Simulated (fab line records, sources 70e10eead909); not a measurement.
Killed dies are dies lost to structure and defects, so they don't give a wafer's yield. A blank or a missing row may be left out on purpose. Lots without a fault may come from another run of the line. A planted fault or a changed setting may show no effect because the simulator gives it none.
A struck lot beside a sound one | flow nand_harc | 13 steps out of a route of 1302
Sound: wafers L309.2, L309.4, L309.5. Struck: wafers L319.1, L319.2, L319.5. The cause comes at the end.
At each step with rows: each side's tool, then ch and its chambers, then its first start. Under that, the readings that differ: sound wafers | struck wafers | difference of the means | sigmas: that difference in standard deviations of wafers without a fault.
alike: readings whose means differ by less than 2 such deviations, and words and numbers that are the same on both sides. not compared: withheld readings, readings that some wafer has no value for, bounds like >300 that may hide the same value, and numbers for which the record gives no deviation and whose values overlap.
The two part at a step that has a row with sigmas, a row that says differs or no value, or rows on one side only. Numbers that don't overlap but have no deviation are shown without sigmas and don't part them. A reading that every wafer of one side lacks parts them only if that side has two wafers or more.

first, 3 steps without rows for these wafers: NHARC_A_STAIRCASE_STRIP_255 (strips in SPM, time 900 s); NHARC_A_STAIRCASE_PRECLEAN_256 (cleans in SC1); NHARC_A_STAIRCASE_SRD_257.
NHARC_A_STAIRCASE_HM_DEP_456: deposits aC, target thk 3100 nm.
  sound on acl_dep-02 ch 0, day 17 23:38; struck on acl_dep-01 ch 0, day 23 03:13
  alike: throttle_valve_pct
NHARC_A_STAIRCASE_DEP_259: deposits SiON, target thk 30 nm.
  sound on pecvd-03 ch 0,1, day 18 01:13; struck on pecvd-04 ch 0,1,2, day 23 05:07
  alike: heater_power_w
then, 7 steps without rows for these wafers: NHARC_A_STAIRCASE_DEHYDRATE_260 (time 120 s); NHARC_A_STAIRCASE_HMDS_261 (time 30 s); NHARC_A_STAIRCASE_COAT_262; NHARC_A_STAIRCASE_SOFTBAKE_263 (time 170 s); NHARC_A_STAIRCASE_EBR_264; NHARC_A_STAIRCASE_EXPOSE_265 (exposes mask CHOP 200); NHARC_A_STAIRCASE_PEB_266 (peb time 130 s).
NHARC_A_STAIRCASE_DEVELOP_267: time 140 s.
  sound on litho_track-02 ch 0, day 18 01:00; struck on litho_track-03, day 23 05:00
  no value came back on the struck wafers for chill_plate_temp_C (C), exhaust_pa (Pa); on the sound wafers chill_plate_temp_C (C) reads 23.18 23.02 23.14

WHERE THEY PART
Only at NHARC_A_STAIRCASE_DEVELOP_267, within this record.

WHY: what the simulator had put in
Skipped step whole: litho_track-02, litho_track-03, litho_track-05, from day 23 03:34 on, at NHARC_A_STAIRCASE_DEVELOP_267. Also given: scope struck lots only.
